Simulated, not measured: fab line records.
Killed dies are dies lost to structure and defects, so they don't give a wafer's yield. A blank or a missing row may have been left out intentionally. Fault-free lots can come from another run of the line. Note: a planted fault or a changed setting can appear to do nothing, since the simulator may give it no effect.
Lot-split experiment ; flow n5Finfet ; 21 wafers read across 7 lots, on a route 1938 steps long

## THE SPLIT ITSELF
At N5_BEOL_M6_EXPOSE_08 (exposes mask M6), the setting doseMj was moved away from the recipe's 68.25 on 10 of the 21 wafers read, by -4.8% to +7.2%. All remaining wafers had this setting at the recipe value.

## FROM THE SPLIT TO THE READING: what the file shows between them, 16 steps
- N5_BEOL_M6_PEB_09: peb time 60 s
- N5_BEOL_M6_DEVELOP_10: develop time 30 s
- N5_BEOL_M6_CD_MEAS_11: target cd 38.5 nm
- N5_BEOL_M6_DESCUM_16: chemistry O2, time 7.9 s
- N5_BEOL_M6_ETCH_61: etches SiARC in CF4, target depth 45.5 nm, time 75.8 s
- N5_BEOL_M6_ETCH_62: etches SOC in N2/H2, target depth 110 nm, overetch 22 nm, time 165 s (also split here: biasW)
- N5_BEOL_M6_STRIP_68: strips in N2/H2
- N5_BEOL_M6_STRIP_67: strips in CF4
- N5_BEOL_M6_HM_OPEN_17: chemistry Cl2/BCl3, target TiN, target depth 20 nm, overetch 6 nm
- N5_BEOL_M6_STRIP_19: strips in O2
- N5_BEOL_M6_CD_MEAS_18: pitch 80 nm, target cd 40 nm
- N5_BEOL_M6_TRENCH_ETCH_37: etches SiCOH lowk in C4F6/O2, target depth 94.435 nm, time 31.5 s (also split here: biasW)
- N5_BEOL_M6_ETCH_41: etches SiCN in CH3F/O2, target depth 29.7 nm, time 52 s
- N5_BEOL_M6_STRIP_80: strips in N2/H2, time 10 s
- N5_BEOL_M6_PRECLEAN_42: cleans in residue remover, time 60 s
- N5_BEOL_M6_SRD_43: time 30 s

## THE READING
cdNm, in nm, at N5_BEOL_M6_CD_MEAS_35 (target cd 40 nm, target cd y 28 nm). A value of 39.8 nm with a standard deviation of 0.6 nm is what fault-free wafers of this fab line usually give.

wafer;tool, chamber at the split;doseMj as run;against the recipe;cdNm, nm;against lot-mates on the recipe
L075.1;arfiScanner-01, 0;68.25;recipe;40.8;-
L075.3;arfiScanner-01, 0;68.25;recipe;40.9;-
L075.6;arfiScanner-01, 0;72.96;+6.9%;43.0;+2.2
L080.2;arfiScanner-01, 0;73.14;+7.2%;43.2;+4.5
L080.3;arfiScanner-01, 0;68.25;recipe;38.6;-
L080.5;arfiScanner-01, 0;68.25;recipe;38.9;-
L085.3;arfiScanner-02, 0;68.25;recipe;39.8;-
L085.5;arfiScanner-02, 0;68.25;recipe;40.4;-
L085.6;arfiScanner-02, 0;68.25;recipe;40.4;-
L084.1;arfiScanner-02, 0;64.96;-4.8%;37.1;-2.5
L084.5;arfiScanner-02, 0;64.96;-4.8%;36.4;-3.2
L084.6;arfiScanner-02, 0;68.25;recipe;39.6;-
L089.2;arfiScanner-02, 0;68.25;recipe;39.2;-
L089.5;arfiScanner-02, 0;72.7;+6.5%;42.6;+3.4
L089.6;arfiScanner-02, 0;72.7;+6.5%;42.9;+3.7
L094.1;arfiScanner-01, 0;72.84;+6.7%;42.3;no lot-mate on the recipe
L094.2;arfiScanner-01, 0;72.84;+6.7%;42.2;no lot-mate on the recipe
L094.4;arfiScanner-01, 0;72.84;+6.7%;43.1;no lot-mate on the recipe
L096.1;arfiScanner-03, 0;68.25;recipe;40.0;-
L096.3;arfiScanner-03, 0;68.25;recipe;39.7;-
L096.6;arfiScanner-03, 0;65.45;-4.1%;37.6;-2.2

THE FIT
A straight line over all 21 wafers: cdNm changes by +0.479 nm for each +1% of doseMj; r = +0.95; the points scatter about the line by 0.64 nm.
The same after taking each lot's own level away (the mean of its wafers on the recipe; 18 wafers): +0.529 nm for each +1%; r = +0.98; scatter 0.46 nm.
According to that fit, moving doseMj by its largest amount changes the reading by 3.8 nm.
From 38.75 to 40.85 nm: that is the span of the lots' own levels, equal to 3.5 times the standard deviation above.
The two slopes are in agreement: the lot-to-lot level therefore moves the slope only a little.
Check: with one of the wafers moved furthest among these (+7.2%) left out of the fit, the line predicts +3.49 nm for it against its lot-mates. It came out at +4.45 nm against them.

## THESE WAFERS: OTHER SPLITS
Other splits were also applied to these wafers ahead of the reading. Each is held against what the fit with the lots' levels taken away leaves over:
other split on the same wafers;wafers away from the commonest value;r with cdNm (lot level and that fit taken away)
N5_BEOL_M6_ETCH_62 biasW;7;+0.39
N5_BEOL_M6_TRENCH_ETCH_37 biasW;8;-0.19

## THE WHOLE CHAIN: every reading that the file lists as answering this split, in the file's order
step;what it does;reading;change (the file's fit);r (the file's)
N5_BEOL_M6_CD_MEAS_11;target cd 38.5 nm;cdNm;+0.49 nm for each +1% of the setting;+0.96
N5_BEOL_M6_ETCH_61;etches SiARC in CF4, target depth 45.5 nm, time 75.8 s;BEOL_M6.cdOffsetNm (the simulator's own value, which no gauge read);+0.501 nm for each +1% of the setting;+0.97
N5_BEOL_M6_CD_MEAS_18;pitch 80 nm, target cd 40 nm;cdNm;+0.501 nm for each +1% of the setting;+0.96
N5_BEOL_M6_CD_MEAS_35;target cd 40 nm, target cd y 28 nm;cdNm;+0.51 nm for each +1% of the setting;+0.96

## FILE'S OWN FIT
cdNm changes by +0.51 nm for each +1% of doseMj, r = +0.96.
